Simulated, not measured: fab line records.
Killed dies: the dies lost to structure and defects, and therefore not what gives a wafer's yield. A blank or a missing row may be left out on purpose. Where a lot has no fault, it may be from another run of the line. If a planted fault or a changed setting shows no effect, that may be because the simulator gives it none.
fab line records	flow n5_finfet	part 1 of 2: steps 1 to 4 of 6
record: lots: 19	wafers: 57	last_day: 19
route steps=1938 shown BEOL_M13@1690 BEOL_M14@1750 BEOL_M15@1786
lots with no fault: from the same line, run without faults
start_h: start of the lot's first displayed wafer, in hours after the record's first day	wait_h: hours elapsed since this lot's preceding step	" identical to the entry in the row above	L1.1+2: several wafers, shown together as one row	- either no value or no given start	* or withheld: withheld	< > ~ a bound
route shown NAME@n: a module of which the file shows steps, and the number in the route of the first	usual: mean/standard deviation taken from wafers without a fault	same: alike in all rows	chamber/n: place in a boat	sites: the reading at each site	_std_site: how widely they spread, as a standard deviation	_edge_site: mean of outer sites minus mean of inner sites	radius_mm: for every site, how far away it sits from the centre of the wafer	mask NAME#n: copy n	behind: tool/chamber where the wafer was last shaped	hold: what put the lot on hold/how long, in hours/how the hold closed	device: names the non-switching transistor (n, p or np)	end of line: the route-end tests of the same wafers	for a step that has no rows: nothing shown but its recipe	killed: count of dies lost to structure and defects at first sort (not the wafer's yield)	map: per-die view of a wafer (x killed, . not killed, _ where there is no die)
set.NAME: the setting that was run; set.NAME@STEP: the one run at that earlier step	model.NAME: the simulator's own value behind a step, which no gauge read
the route's steps for a sample of lots (tables are steps, rows are wafers)
services: a tool's chamber out of use, with start hour (start_h, from the record's first day; less than 0 if before it), hours out, and reason
== steps ==
step: N5_BEOL_M13_OVL_MEAS_29
recipe: points_per_wafer: 44
usual: M13_OVL: -2/5
lot.wafer	tool	chamber	start_h	wait_h	M13_OVL[nm]
L074.2	overlay-02	0	251.06	0.0	1
L074.3	"	0	"	"	5
L074.5	"	0	"	"	-5
L078.1	overlay-02	0	271.81	0.0	4
L078.2	"	0	"	"	-9
L078.4	"	0	"	"	1
L080.1	overlay-01	0	289.20	0.0	2
L080.2	"	0	"	"	2
L080.6	"	0	"	"	7
L079.1	overlay-01	0	290.42	0.0	2
L079.3	"	0	"	"	-3
L079.6	"	0	"	"	-6
L081.1	overlay-01	0	290.45	0.0	3
L081.4	"	0	"	"	1
L081.6	"	0	"	"	1
L083.2	overlay-01	0	307.38	0.0	-2
L083.3	"	0	"	"	-4
L083.4	"	0	"	"	-4
L086.1	overlay-01	0	313.85	0.0	-13
L086.3	"	0	"	"	2
L086.5	"	0	"	"	-11
L084.4	overlay-01	0	314.01	0.0	-8
L084.5	"	0	"	"	-1
L084.6	"	0	"	"	-8
L085.3	overlay-01	0	324.53	0.0	-8
L085.4	"	0	"	"	2
L085.5	"	0	"	"	-4
L089.1	overlay-02	0	345.51	0.0	-4
L089.2	"	0	"	"	-1
L089.6	"	0	"	"	-1
L088.1	overlay-01	0	345.78	0.0	-2
L088.3	"	0	"	"	-5
L088.4	"	0	"	"	-10
L087.3	overlay-02	0	351.89	0.0	1
L087.4	"	0	"	"	4
L087.6	"	0	"	"	-2
L090.1	overlay-02	0	352.07	0.0	-9
L090.2	"	0	"	"	-10
L090.4	"	0	"	"	-8
L091.4	overlay-01	0	364.55	0.0	-3
L091.5	"	0	"	"	-5
L091.6	"	0	"	"	-4
L093.1	overlay-02	0	377.75	0.0	1
L093.2	"	0	"	"	-2
L093.5	"	0	"	"	-2
L092.1	overlay-01	0	381.60	0.0	9
L092.3	"	0	"	"	9
L092.4	"	0	"	"	4
L095.4	overlay-02	0	396.62	0.0	-10
L095.5	"	0	"	"	2
L095.6	"	0	"	"	-8
L097.2	overlay-02	0	402.04	0.0	-4
L097.3	"	0	"	"	-3
L097.5	"	0	"	"	-6
L096.3	overlay-01	0	402.39	0.0	-8
L096.5	"	0	"	"	-5
L096.6	"	0	"	"	-10
step: N5_BEOL_M13_ETCH_67
recipe: chemistry: CF4	target: SiARC	target_depth_a: 1430	time_s: 238.3	ion_energy_ev: 80	pressure_mtorr: 40	source_w: 545	bias_w: 36	Ar_flow_sccm: 100	cf4_flow_sccm: 100	ends: cleared
usual: chamber_pressure_mTorr: 40.00/0.04	drypump_motor_current_A: 5.8/0.31	etch_rf_on_time_s: 238/8.6	oes_product_au: 0.67/0.072	rf_vpp_V: 183.9/1.4	showerhead_plenum_p_Torr: 2.13/0.085	throttle_valve_pct: 15.68/0.22
lot.wafer	tool	chamber	start_h	wait_h	chamber_pressure_mTorr	drypump_motor_current_A	etch_rf_on_time_s	oes_product_au	rf_hours_counter_h	rf_vpp_V	showerhead_plenum_p_Torr	throttle_valve_pct
L074.2	rie_diel-03	3	251.74	0.0	40.05	5.7	242	0.63	190	183.0	2.05	15.95
L074.3	"	0	"	"	39.97	6.4	245	0.74	32	183.6	2.08	15.37
L074.5	"	2	"	"	39.99	6.1	230	0.60	-	184.1	2.04	15.68
L078.1	rie_diel-03	2	272.50	0.0	40.02	6.1	229	0.59	231	182.8	2.04	15.69
L078.2	"	3	"	"	39.97	5.7	240	0.63	196	182.6	2.05	15.93
L078.4	"	1	"	"	40.01	6.0	228	0.65	170	183.5	2.14	15.75
L080.1	rie_diel-06	0	289.51	0.0	40.01	5.6	246	0.71	71	182.9	2.08	15.33
L080.2	"	3	"	"	39.99	5.9	227	0.65	167	181.4	2.05	15.57
L080.6	"	2	"	"	40.02	5.3	231	0.79	-	184.5	2.29	15.52
L079.1	rie_diel-03	2	290.68	0.0	40.04	6.0	232	0.59	236	183.8	2.04	15.71
L079.3	"	1	"	"	40.02	6.0	228	0.65	175	184.5	2.14	15.76
L079.6	"	2	"	"	40.04	6.1	231	0.58	-	183.5	2.04	15.70
L081.1	rie_diel-06	1	291.06	0.0	40.02	5.6	238	0.62	203	182.9	2.04	15.71
L081.4	"	2	"	"	40.05	5.3	229	0.79	22	185.7	2.29	15.52
L081.6	"	0	"	"	40.02	5.5	245	0.70	-	182.4	2.08	15.33
L083.2	rie_diel-03	1	307.51	0.0	39.97	6.0	230	0.65	181	184.5	2.14	15.75
L083.3	"	0	"	"	40.06	6.4	246	0.72	50	183.6	2.08	15.42
L083.4	"	3	"	"	39.97	5.7	242	0.63	208	184.7	2.05	15.97
L086.1	rie_diel-06	3	313.94	0.0	39.99	5.9	229	0.64	174	183.8	2.04	15.61
L086.3	"	1	"	"	39.97	5.7	237	0.61	210	183.0	2.04	15.72
L086.5	"	0	"	"	40.04	5.6	246	0.70	-	182.8	2.08	15.36
L084.4	rie_diel-05	3	314.29	0.0	40.05	6.0	249	0.66	105	184.1	2.17	15.87
L084.5	"	1	"	"	39.90	5.8	231	0.62	-	185.1	2.21	15.69
L084.6	"	0	"	"	40.05	5.5	231	0.75	-	186.4	2.18	15.88
L085.3	rie_diel-06	3	324.62	0.0	40.03	5.9	226	0.65	177	182.8	2.04	15.60
L085.4	"	1	"	"	39.95	5.6	235	0.62	213	182.0	2.04	15.73
L085.5	"	1	"	"	40.06	5.6	234	0.62	-	182.0	2.04	15.71
L089.1	rie_diel-03	1	345.61	0.0	40.01	5.9	229	0.63	193	184.2	2.14	15.79
L089.2	"	3	"	"	40.03	5.7	246	0.60	221	182.7	2.04	15.99
L089.6	"	1	"	"	39.99	5.9	233	0.63	-	185.5	2.14	15.80
L088.1	rie_diel-05	0	345.88	0.0	39.95	5.5	233	0.75	62	184.7	2.17	15.89
L088.3	"	3	"	"	40.01	6.0	251	0.65	113	183.5	2.17	15.88
L088.4	"	1	"	"	40.00	5.8	233	0.61	208	185.5	2.21	15.72
L087.3	rie_diel-05	1	351.98	0.0	40.02	5.7	229	0.62	210	184.0	2.21	15.73
L087.4	"	2	"	"	39.96	5.3	250	0.57	243	185.1	2.13	15.94
L087.6	"	1	"	"	40.04	5.7	231	0.62	-	184.4	2.21	15.72
L090.1	rie_diel-03	0	352.16	0.0	40.01	6.4	248	0.69	66	183.6	2.07	15.46
L090.2	"	1	"	"	40.03	6.0	233	0.62	196	184.4	2.14	15.81
L090.4	"	1	"	"	40.02	5.9	232	0.63	-	183.6	2.14	15.81
L091.4	rie_diel-03	0	364.64	0.0	40.01	6.4	249	0.68	70	184.6	2.07	15.45
L091.5	"	3	"	"	39.95	5.7	245	0.61	-	182.4	2.04	16.00
L091.6	"	2	"	"	40.01	6.1	228	0.87	-	186.5	2.29	15.20
L093.1	rie_diel-03	2	378.09	0.0	39.93	6.0	226	0.85	7	186.2	2.29	15.22
L093.2	"	0	"	"	40.06	6.4	246	0.68	74	182.6	2.07	15.47
L093.5	"	3	"	"	39.87	5.7	242	0.61	-	180.6	2.04	16.01
L092.1	rie_diel-03	2	381.69	0.0	40.03	6.1	232	0.83	8	185.4	2.29	15.22
L092.3	"	1	"	"	40.05	5.9	230	0.63	205	183.7	2.13	15.83
L092.4	"	3	"	"	39.99	5.7	244	0.61	233	183.3	2.04	16.01
L095.4	rie_diel-03	2	396.72	0.0	39.98	6.0	226	0.84	12	185.1	2.28	15.23
L095.5	"	3	"	"	39.98	5.7	239	0.61	-	182.8	2.04	16.02
L095.6	"	2	"	"	40.02	6.1	227	0.84	-	187.3	2.28	15.21
L097.2	rie_diel-06	2	402.13	0.0	39.95	5.3	229	0.74	54	183.6	2.28	15.60
L097.3	"	1	"	"	39.95	5.6	237	0.60	235	182.5	2.03	15.80
L097.5	"	1	"	"	39.98	5.6	236	0.61	-	180.1	2.03	15.78
L096.3	rie_diel-05	2	402.48	0.0	40.00	5.3	262	0.79	0	183.7	2.13	15.46
L096.5	"	0	"	"	40.09	5.5	234	0.73	-	184.8	2.17	15.91
L096.6	"	3	"	"	40.02	5.9	250	0.64	-	185.9	2.16	15.91
step: N5_BEOL_M13_SPUTTER_45
recipe: material: Cu	target_thk_a: 800	temp_c: -20	bias_v: 60	power_w: 26000	chamber_pressure_pa: 0.13	time_s: 13.33
usual: bias_v: 60.0/0.59	cathode_dc_power_W: 26000/4.8	throttle_valve_pct: 30.2/0.81
lot.wafer	tool	chamber	start_h	wait_h	bias_v	cathode_dc_power_W	throttle_valve_pct
L074.2	pvd_sputter-01	-	253.03	0.0	59.6	25988	30.5
L074.3	"	-	"	"	60.3	26004	28.2
L074.5	"	-	"	"	60.1	26002	30.2
L078.1	pvd_sputter-02	-	274.22	0.0	60.2	26000	28.3
L078.2	"	-	"	"	61.1	26008	30.5
L078.4	"	-	"	"	60.4	26002	31.2
L080.1	pvd_sputter-03	-	290.98	0.0	60.3	26001	30.9
L080.2	"	-	"	"	59.4	25993	30.4
L080.6	"	-	"	"	60.9	26006	30.2
L079.1	pvd_sputter-03	-	295.07	0.0	61.0	25999	30.4
L079.3	"	-	"	"	60.3	25998	30.3
L079.6	"	-	"	"	59.8	26000	30.2
L081.1	pvd_sputter-02	-	295.08	0.0	60.7	26004	31.3
L081.4	"	-	"	"	59.1	26002	30.2
L081.6	"	-	"	"	60.3	26003	31.2
L083.2	pvd_sputter-02	-	310.60	0.0	60.6	26000	29.7
L083.3	"	-	"	"	60.8	26002	30.6
L083.4	"	-	"	"	60.1	26001	28.5
L086.1	pvd_sputter-03	-	315.75	0.0	60.4	26001	30.7
L086.3	"	-	"	"	60.3	25996	30.2
L086.5	"	-	"	"	59.9	25990	30.1
L084.4	pvd_sputter-03	-	316.07	0.0	59.1	26000	30.4
L084.5	"	-	"	"	59.5	25997	30.4
L084.6	"	-	"	"	59.0	25999	30.0
L085.3	pvd_sputter-01	-	325.71	0.0	58.1	25996	29.9
L085.4	"	-	"	"	59.4	25998	30.1
L085.5	"	-	"	"	60.9	25996	30.6
L089.1	pvd_sputter-01	-	347.87	0.0	59.5	26014	31.0
L089.2	"	-	"	"	59.9	26007	30.1
L089.6	"	-	"	"	59.8	25993	30.1
L088.1	pvd_sputter-02	-	347.98	0.0	60.4	25998	30.2
L088.3	"	-	"	"	60.3	26004	29.9
L088.4	"	-	"	"	59.7	26000	28.2
L087.3	pvd_sputter-01	-	355.11	0.0	60.5	26002	30.6
L087.4	"	-	"	"	59.9	26000	28.1
L087.6	"	-	"	"	60.6	25998	31.1
L090.1	pvd_sputter-01	-	359.59	0.0	60.1	26005	28.1
L090.2	"	-	"	"	59.6	26000	30.3
L090.4	"	-	"	"	59.0	25998	30.9
L091.4	pvd_sputter-02	-	366.09	0.0	59.7	25998	28.5
L091.5	"	-	"	"	58.9	25995	30.0
L091.6	"	-	"	"	59.2	25992	28.4
L093.1	pvd_sputter-01	-	379.22	0.0	60.4	26009	30.5
L093.2	"	-	"	"	58.7	25998	31.2
L093.5	"	-	"	"	60.3	26001	30.3
L092.1	pvd_sputter-02	-	384.07	0.0	59.4	26001	30.0
L092.3	"	-	"	"	59.7	25992	31.0
L092.4	"	-	"	"	60.5	25998	30.4
L095.4	pvd_sputter-01	-	399.74	0.0	60.1	26002	30.3
L095.5	"	-	"	"	59.6	26001	30.6
L095.6	"	-	"	"	59.5	26002	30.0
L097.2	pvd_sputter-01	-	406.53	0.0	60.9	26002	28.4
L097.3	"	-	"	"	59.5	26003	30.9
L097.5	"	-	"	"	60.1	26004	31.1
L096.3	pvd_sputter-03	-	406.71	0.0	59.9	25994	30.4
L096.5	"	-	"	"	60.1	25992	30.2
L096.6	"	-	"	"	59.7	25999	30.3
step: N5_BEOL_M14_ETCH_67
recipe: chemistry: CF4	target: SiARC	target_depth_a: 1430	time_s: 238.3	ion_energy_ev: 80	pressure_mtorr: 40	source_w: 545	bias_w: 36	Ar_flow_sccm: 100	cf4_flow_sccm: 100	ends: cleared
usual: chamber_pressure_mTorr: 40.00/0.038	drypump_motor_current_A: 5.6/0.44	etch_rf_on_time_s: 238/9.3	oes_product_au: 0.66/0.06	rf_vpp_V: 184.0/1.1	showerhead_plenum_p_Torr: 2.14/0.074	throttle_valve_pct: 15.63/0.19
lot.wafer	tool	chamber	start_h	wait_h	chamber_pressure_mTorr	drypump_motor_current_A	etch_rf_on_time_s	oes_product_au	rf_hours_counter_h	rf_vpp_V	showerhead_plenum_p_Torr	throttle_valve_pct
L074.2	rie_diel-01	3	255.89	0.0	39.94	5.4	239	0.63	157	183.5	2.07	15.88
L074.3	"	2	"	"	40.02	5.6	237	0.66	116	184.5	2.13	15.44
L074.5	"	1	"	"	39.95	5.7	243	0.65	-	182.4	2.08	15.50
L078.1	rie_diel-02	0	276.92	0.0	39.99	6.1	234	0.66	155	184.9	2.04	15.70
L078.2	"	2	"	"	40.01	5.8	257	0.62	134	185.2	2.25	15.63
L078.4	"	1	"	"	39.93	5.2	239	0.62	159	185.9	2.13	15.54
L080.1	rie_diel-04	1	293.94	0.0	40.02	5.8	243	0.65	157	181.1	2.16	15.65
L080.2	"	2	"	"	39.98	4.7	231	0.73	61	183.3	2.18	15.69
L080.6	"	3	"	"	40.01	5.6	238	0.59	-	184.9	2.21	15.79
L081.1	rie_diel-04	0	297.92	0.0	40.00	5.5	225	0.78	32	184.9	2.25	15.21
L081.4	"	2	"	"	40.11	4.7	234	0.72	62	183.9	2.18	15.71
L081.6	"	2	"	"	39.98	4.7	233	0.72	-	185.2	2.18	15.70
L079.1	rie_diel-01	1	298.33	0.0	40.05	5.7	246	0.63	138	183.2	2.07	15.53
L079.3	"	0	"	"	39.93	6.3	232	0.62	169	182.7	2.05	15.83
L079.6	"	2	"	"	40.05	5.6	235	0.65	-	183.3	2.13	15.46
L083.2	rie_diel-04	3	313.50	0.0	40.01	5.6	238	0.59	249	184.5	2.20	15.81
L083.3	"	2	"	"	40.00	4.7	230	0.71	70	184.0	2.17	15.72
L083.4	"	3	"	"	40.00	5.6	240	0.59	-	182.9	2.20	15.82
L086.1	rie_diel-01	3	320.86	0.0	39.96	5.4	240	0.61	180	184.1	2.06	15.92
L086.3	"	0	"	"	39.98	6.2	228	0.63	176	184.6	2.05	15.86
L086.5	"	2	"	"	40.00	5.6	234	0.65	-	184.1	2.13	15.48
L084.4	rie_diel-02	3	321.02	0.0	40.01	4.9	233	0.68	98	184.4	2.15	15.63
L084.5	"	2	"	"	40.02	5.8	257	0.60	-	184.7	2.25	15.65
L084.6	"	3	"	"	40.00	4.9	233	0.68	-	184.2	2.15	15.62
L085.3	rie_diel-04	2	330.58	0.0	39.93	4.7	230	0.70	78	184.6	2.17	15.72
L085.4	"	0	"	"	39.96	5.5	226	0.76	-	186.0	2.25	15.24
L085.5	"	2	"	"	40.07	4.7	230	0.71	-	184.2	2.17	15.73
L089.1	rie_diel-04	3	350.76	0.0	40.01	5.7	228	0.82	6	185.5	2.20	15.38
L089.2	"	1	"	"	40.02	5.8	244	0.63	174	184.7	2.15	15.67
L089.6	"	1	"	"	40.08	5.8	245	0.62	-	182.0	2.15	15.67
L088.1	rie_diel-02	3	351.64	0.0	40.05	4.9	233	0.67	108	182.9	2.14	15.64
L088.3	"	0	"	"	39.98	6.2	241	0.62	182	182.2	2.04	15.75
L088.4	"	2	"	"	39.95	5.8	258	0.61	161	185.5	2.24	15.69
L087.3	rie_diel-02	2	361.30	0.0	39.93	5.8	256	0.60	164	185.4	2.24	15.69
L087.4	"	1	"	"	40.05	5.2	235	0.61	-	183.4	2.12	15.63
L087.6	"	0	"	"	39.96	6.1	236	0.63	-	183.1	2.04	15.74
L090.1	rie_diel-02	2	364.40	0.0	40.01	5.8	260	0.60	166	184.9	2.24	15.68
L090.2	"	0	"	"	40.03	6.2	236	0.63	187	182.3	2.03	15.74
L090.4	"	2	"	"	40.03	5.8	260	0.60	-	185.1	2.24	15.69
L091.4	rie_diel-01	2	371.05	0.0	39.99	5.6	237	0.63	155	184.7	2.12	15.52
L091.5	"	0	"	"	40.02	6.2	234	0.60	-	184.7	2.04	15.87
L091.6	"	3	"	"	39.99	5.4	241	0.60	-	183.1	2.06	15.95
L093.1	rie_diel-02	0	384.94	0.0	40.01	6.1	240	0.62	193	183.0	2.03	15.77
L093.2	"	1	"	"	39.96	5.2	240	0.60	197	184.9	2.12	15.63
L093.5	"	1	"	"	40.05	5.2	240	0.60	-	183.5	2.12	15.63
L092.1	rie_diel-02	0	388.51	0.0	39.96	6.1	237	0.62	195	183.4	2.03	15.76
L092.3	"	3	"	"	39.92	4.9	233	0.67	115	183.5	2.14	15.66
L092.4	"	2	"	"	39.97	5.8	258	0.59	174	184.3	2.24	15.70
L095.4	rie_diel-01	0	402.86	0.0	40.00	6.3	234	0.60	205	183.1	2.04	15.89
L095.5	"	0	"	"	40.00	6.2	232	0.60	-	181.2	2.04	15.89
L095.6	"	1	"	"	40.06	5.8	246	0.62	-	181.1	2.06	15.59
L097.2	rie_diel-04	1	409.30	0.0	40.08	5.8	248	0.61	193	183.2	2.15	15.71
L097.3	"	2	"	"	39.99	4.7	231	0.69	101	184.0	2.16	15.77
L097.5	"	2	"	"	40.00	4.7	233	0.68	-	183.8	2.16	15.78
L096.3	rie_diel-01	3	409.48	0.0	40.00	5.4	238	0.59	210	182.6	2.05	15.98
L096.5	"	0	"	"	39.99	6.2	234	0.60	-	184.5	2.04	15.89
L096.6	"	1	"	"	39.95	5.8	247	0.62	-	182.7	2.06	15.61
